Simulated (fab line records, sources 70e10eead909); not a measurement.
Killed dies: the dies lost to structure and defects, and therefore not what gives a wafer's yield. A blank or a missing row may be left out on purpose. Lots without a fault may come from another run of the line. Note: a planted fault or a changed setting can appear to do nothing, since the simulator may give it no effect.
A lot that was struck, set against a sound lot :: flow nand harc :: 17 out of 1302 route steps
Sound: these wafers, L977.4, L977.5, L977.6. Struck: wafers L980.4, L980.6 (left out: L980.2, a lot-mate that was not struck); the cause follows at the end.
Each step with rows lists, per side, the tool, then ch with its chambers, then its first start. Under that, the readings that differ: sound wafers :: struck wafers :: difference of the means :: sigmas: that difference in standard deviations of wafers without a fault.
alike: words and numbers the same on both sides, and readings whose means are apart by under 2 such deviations; not compared: readings that were withheld, readings missing a value for some wafer, numbers with overlapping values and no deviation given by the record, and bounds like >300 which may hide the same value.
Wherever a step has rows on one side only, a row that says differs or no value, or a row with sigmas, the two part there. Numbers that have no deviation but don't overlap get no sigmas and don't part them. Lack of a reading on every wafer of one side parts them only where that side has two or more wafers.

first, 5 steps without rows for these wafers: NHARC_P_STI_SOFTBAKE_04 (time 70 s); NHARC_P_STI_EBR_05; NHARC_P_STI_EXPOSE_06 (exposes mask P STI, target cd 200 nm); NHARC_P_STI_PEB_07 (peb time 80 s); NHARC_P_STI_DEVELOP_08 (time 50 s).
NHARC_P_STI_CD_MEAS_09 targets a cd of 200 nm.
  sound on cd sem-03 ch 0, day 4 12:40; struck on cd sem-02 ch 0, day 5 16:23
  alike: cd nm
NHARC_P_STI_OVL_MEAS_10:
  sound on overlay-01 at day 4 12:45; struck on overlay-02 at day 5 16:28
  alike: overlay x nm, overlay y nm
NHARC_P_STI_INSPECT_11:
  sound on defect inspect-02 at day 4 12:47; struck on defect inspect-02 at day 5 16:31
  alike: raw defect count
then, 1 step without rows for these wafers: NHARC_P_STI_HARDBAKE_13 (time 65 s).
NHARC_P_STI_DESCUM_14: chemistry O2, time 3 s.
  sound on rie diel-10 ch 0,1, day 4 12:55; struck on rie diel-13 ch 1,2, day 5 16:39
reading: drypump motor current A (A)
sound: 6.3 6.4 6.5
struck: 5.4 5.0
difference: -1.2
sigmas: -2
  alike: oes product au, rf vpp V, showerhead plenum p Torr, throttle valve pct
  not compared: rf hours counter h
NHARC_P_STI_ETCH_42: etches the open film in N2/H2, target depth 80 nm, overetch 24 nm, time 61 s.
  sound on rie diel-10 ch 0,1,3, day 4 13:01; struck on rie diel-13 ch 0, day 5 16:44
  alike: bias w, drypump motor current A, oes product au, rf vpp V, showerhead plenum p Torr, throttle valve pct
  not compared: rf hours counter h
NHARC_P_STI_ETCH_31: etches the open film in CF4/CHF3, target depth 108.9 nm, time 54.5 s.
  sound: rie diel-10 ch 0,3; struck: rie diel-13 ch 0,2
  alike: bias w, drypump motor current A, oes product au, rf vpp V, showerhead plenum p Torr, throttle valve pct
  not compared: rf hours counter h
NHARC_P_STI_ETCH_15: etches the open film in HBr/Cl2, target depth 300 nm, time 100.1 s.
  sound on rie si-03 ch 1,2, day 4 13:12; struck on rie si-04 ch 0, day 5 16:55
reading: oes product au (a.u.)
sound: 0.997 0.994 1.006
struck: 0.951 0.941
difference: -0.053
sigmas: -7

reading: model.P_STI.feature depth nm (nm)
sound: 299.6 297.9 306.7
struck: 275.6 275.5
difference: -25.8
sigmas: 
  alike: bias w, drypump motor current A, throttle valve pct
  not compared: rf hours counter h
NHARC_P_STI_CD_MEAS_16:
  sound on cd sem-01 at day 4 13:22; struck on cd sem-02 at day 5 17:05
  alike: cd nm
NHARC_P_STI_OCD_MEAS_17:
  sound on ocd-02 at day 4 13:27; struck on ocd-02 at day 5 17:10
reading: trench depth nm (nm)
sound: 299.1 297.2 306.4
struck: 274.8 275.1
difference: -25.9
sigmas: -9
  alike: trench foot cd nm
then, 2 steps without rows for these wafers: NHARC_P_STI_STRIP_19 (strips in SPM, time 900 s); NHARC_END_SORT_01.

## WHERE THEY PART
Earliest at NHARC_P_STI_DESCUM_14; latest, in this record, at NHARC_P_STI_OCD_MEAS_17.

WHY: what had been put in by the simulator
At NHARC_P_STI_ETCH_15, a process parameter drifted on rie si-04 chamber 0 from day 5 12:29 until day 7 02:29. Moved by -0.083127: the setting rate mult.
